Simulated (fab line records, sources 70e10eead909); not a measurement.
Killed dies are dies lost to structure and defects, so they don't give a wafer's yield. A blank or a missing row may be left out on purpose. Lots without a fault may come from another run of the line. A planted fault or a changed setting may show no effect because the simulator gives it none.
A struck lot beside a sound one | flow nand_harc | 39 steps out of a route of 1302
Sound: wafers L268.1, L268.4, L268.5. Struck: wafers L272.3, L272.5, L272.6. The cause comes at the end.
At each step with rows: each side's tool, then ch and its chambers, then its first start. Under that, the readings that differ: sound wafers | struck wafers | difference of the means | sigmas: that difference in standard deviations of wafers without a fault.
alike: readings whose means differ by less than 2 such deviations, and words and numbers that are the same on both sides. not compared: withheld readings, readings that some wafer has no value for, bounds like >300 that may hide the same value, and numbers for which the record gives no deviation and whose values overlap.
The two part at a step that has a row with sigmas, a row that says differs or no value, or rows on one side only. Numbers that don't overlap but have no deviation are shown without sigmas and don't part them. A reading that every wafer of one side lacks parts them only if that side has two wafers or more.

first, 9 steps without rows for these wafers: NHARC_A_CHANNEL_HOLE_D1_DEP_00 (deposits aC, target thk 3100 nm); NHARC_A_CHANNEL_HOLE_D1_DEP_01 (deposits SiON, target thk 140 nm); NHARC_A_CHANNEL_HOLE_D1_DEHYDRATE_02 (time 120 s); NHARC_A_CHANNEL_HOLE_D1_HMDS_03 (time 30 s); NHARC_A_CHANNEL_HOLE_D1_COAT_36 (time 75 s); NHARC_A_CHANNEL_HOLE_D1_COAT_37 (time 65 s); NHARC_A_CHANNEL_HOLE_D1_COAT_04 (resist thk 90 nm); NHARC_A_CHANNEL_HOLE_D1_SOFTBAKE_05 (time 55 s); NHARC_A_CHANNEL_HOLE_D1_EBR_06.
NHARC_A_CHANNEL_HOLE_D1_EXPOSE_07: exposes mask HOLE D1, target cd 100 nm.
  sound on arfi_scanner-01 ch 0, day 12 14:17; struck on arfi_scanner-01 ch 0, day 14 07:46
  reading              | sound             | struck            | difference | sigmas
  exposure_dose_mJ_cm2 | 59.77 59.83 59.77 | 49.15 49.19 49.17 | -10.62     | -88
  alike: mask
then, 2 steps without rows for these wafers: NHARC_A_CHANNEL_HOLE_D1_PEB_08 (peb time 65 s); NHARC_A_CHANNEL_HOLE_D1_DEVELOP_09 (develop time 35 s).
NHARC_A_CHANNEL_HOLE_D1_CD_MEAS_10: target cd 100 nm.
  sound on cd_sem-01 ch 0, day 12 14:25; struck on cd_sem-01 ch 0
  reading    | sound            | struck         | difference | sigmas
  cd_nm (nm) | 100.3 99.8 100.2 | 90.8 90.0 90.3 | -9.7       | -18
  not compared: hold
NHARC_A_CHANNEL_HOLE_D1_OVL_MEAS_11:
  sound on overlay-02, day 12 14:31; struck on overlay-02, day 14 10:53
  reading | sound | struck                                                                     | difference                   | sigmas
  hold    | - - - | await_dispo/2.7h/release await_dispo/2.7h/release await_dispo/2.7h/release | no value on the sound wafers |
  alike: overlay_x_nm, overlay_y_nm
NHARC_A_CHANNEL_HOLE_D1_DESCUM_15: chemistry O2, time 3 s.
  sound on rie_diel-10 ch 0,3, day 12 14:37; struck on rie_diel-10 ch 2,3, day 14 10:59
  reading                            | sound             | struck         | difference | sigmas
  model.A_CHANNEL_HOLE_D1.cd_nm (nm) | 100.9 99.55 99.69 | 90.42 90 89.82 | -9.97      |
  alike: drypump_motor_current_A, mfc_ar_sccm, o2_flow_sccm, oes_product_au, rf_vpp_V, showerhead_plenum_p_Torr, throttle_valve_pct
  not compared: rf_hours_counter_h
then, 4 steps without rows for these wafers: NHARC_A_CHANNEL_HOLE_D1_ETCH_38 (etches the open film in CF4, target depth 39 nm, time 65 s); NHARC_A_CHANNEL_HOLE_D1_ETCH_39 (etches the open film in N2/H2, target depth 260 nm, time 325 s); NHARC_A_CHANNEL_HOLE_D1_ETCH_34 (etches the open film in CF4/CHF3, target depth 154 nm, time 77 s); NHARC_A_CHANNEL_HOLE_D1_ETCH_16 (etches the open film in O2/COS, target depth 3100 nm, time 806 s).
NHARC_A_CHANNEL_HOLE_D1_CD_MEAS_18:
  sound on cd_sem-02, day 12 15:43; struck on cd_sem-01, day 14 12:23
  reading    | sound       | struck   | difference | sigmas
  cd_nm (nm) | 103 102 101 | 90 92 86 | -13        | -4
  not compared: hold
then, 11 steps without rows for these wafers: NHARC_A_CHANNEL_HOLE_D1_ETCH_20 (etches the open film in C4F8/O2/Ar, time 361.9 s, target depth 1600 nm); NHARC_A_CHANNEL_HOLE_D1_ETCH_21 (etches the open film in C4F8/O2/Ar, time 514.3 s, target depth 1600 nm); NHARC_A_CHANNEL_HOLE_D1_ETCH_22 (etches the open film in C4F8/O2/Ar, time 666.7 s, target depth 1600 nm); NHARC_A_CHANNEL_HOLE_D1_ETCH_23 (etches the open film in C4F8/O2/Ar, time 819 s, target depth 1600 nm); NHARC_A_CHANNEL_HOLE_D1_ETCH_24 (etches the open film in C4F8/O2/Ar, time 906.2 s, target depth 1500 nm); NHARC_A_CHANNEL_HOLE_D1_ETCH_25 (etches the open film in C4F8/O2/Ar, time 1040.2 s, target depth 1500 nm); NHARC_A_CHANNEL_HOLE_D1_ETCH_26 (etches the open film in C4F8/O2/Ar, time 224.1 s, target depth 300 nm); NHARC_A_CHANNEL_HOLE_D1_ETCH_33 (etches the open film in C4F8/O2/Ar, time 90 s, target depth 400 nm); NHARC_A_CHANNEL_HOLE_D1_STRIP_41 (strips in N2/H2); NHARC_A_CHANNEL_HOLE_D1_STRIP_42 (strips in CF4/CHF3); NHARC_A_CHANNEL_HOLE_D1_STRIP_43 (strips in O2/COS).
NHARC_A_CHANNEL_HOLE_D1_ETCH_44: etches the open film in CF4/O2, target depth 140 nm, overetch 14 nm, time 77 s.
  sound on rie_diel-10 ch 1,3, day 12 20:31; struck on rie_diel-10 ch 0,3, day 15 05:29
  reading                            | sound             | struck            | difference | sigmas
  model.A_CHANNEL_HOLE_D1.cd_nm (nm) | 90.46 90.47 89.63 | 84.46 83.94 82.54 | -6.54      |
  alike: cf4_flow_sccm, drypump_motor_current_A, mfc_ar_sccm, o2_flow_sccm, oes_product_au, rf_vpp_V, showerhead_plenum_p_Torr, throttle_valve_pct
  not compared: rf_hours_counter_h
then, 3 steps without rows for these wafers: NHARC_A_CHANNEL_HOLE_D1_STRIP_27 (strips in O2); NHARC_A_CHANNEL_HOLE_D1_PRECLEAN_28 (cleans in SC1); NHARC_A_CHANNEL_HOLE_D1_SRD_29.
NHARC_A_CHANNEL_HOLE_D1_CD_MEAS_30:
  sound on cd_sem-01, day 12 21:19; struck on cd_sem-03, day 15 06:28
  reading    | sound          | struck         | difference | sigmas
  cd_nm (nm) | 90.2 90.6 90.0 | 83.3 84.2 81.9 | -7.1       | -4
  not compared: hold
NHARC_A_CHANNEL_HOLE_D1_XSEM_31:
  sound on xsem-02 ch 0, day 12 21:24; struck on xsem-02 ch 0, day 15 08:46
  reading            | sound          | struck                                                                     | difference                   | sigmas
  hold               | - - -          | await_dispo/2.2h/release await_dispo/2.2h/release await_dispo/2.2h/release | no value on the sound wafers |
  bot_cd_nm (nm)     | 76.4 76.9 74.7 | 67.2 67.8 66.1                                                             | -9.0                         | -5
  tilt_deg (degrees) | 0.05 0.05 0.05 | 0.15 0.14 0.15                                                             | +0.10                        | +3
  alike: bow_nm
-- the record jumps here: 14 days lie between the struck wafers' starts before and after (it left off in module A_CHANNEL_HOLE_D1 and takes up again in module END, whose first step shown is number 1301 of the route) --
NHARC_END_WLT_00:
  sound on prober-01, day 28 06:54; struck on prober-01, day 29 09:33
  reading                           | sound             | struck            | difference | sigmas
  VT_DECK1_BOTTOM                   | 0.881 0.876 0.871 | 0.842 0.840 0.832 | -0.038     | -4
  VT_DECK1_BOTTOM_INNER             | 0.875 0.880 0.872 | 0.840 0.846 0.831 | -0.037     | -4
  VT_DECK1_MEDIAN_NEAR_BOTTOM       | 0.877 0.875 0.871 | 0.844 0.844 0.832 | -0.034     | -4
  VT_DECK1_MEDIAN_NEAR_BOTTOM_INNER | 0.872 0.881 0.862 | 0.843 0.838 0.832 | -0.034     | -3
  VT_DECK1_MIDDLE                   | 0.889 0.883 0.892 | 0.849 0.850 0.841 | -0.041     | -5
  VT_DECK1_MIDDLE_INNER             | 0.888 0.892 0.890 | 0.841 0.852 0.852 | -0.042     | -5
  VT_DECK1_TOP                      | 0.893 0.900 0.905 | 0.851 0.850 0.856 | -0.047     | -5
  VT_DECK1_TOP_INNER                | 0.900 0.903 0.905 | 0.865 0.858 0.860 | -0.042     | -5
  alike: VT_DECK2_BOTTOM, VT_DECK2_BOTTOM_INNER, VT_DECK2_MEDIAN_NEAR_BOTTOM, VT_DECK2_MEDIAN_NEAR_BOTTOM_INNER, VT_DECK2_MIDDLE, VT_DECK2_MIDDLE_INNER, VT_DECK2_TOP, VT_DECK2_TOP_INNER
NHARC_END_SORT_01:
  the record has rows for the struck wafers here (prober-01 ch 0, day 29 13:11) and none for the sound ones

WHERE THEY PART
First at NHARC_A_CHANNEL_HOLE_D1_EXPOSE_07; last, within this record, at NHARC_END_SORT_01.

WHY: what the simulator had put in
Process parameter drift: arfi_scanner-01, from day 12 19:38 on, at NHARC_A_CHANNEL_HOLE_D1_EXPOSE_07. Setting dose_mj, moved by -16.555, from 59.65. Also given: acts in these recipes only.
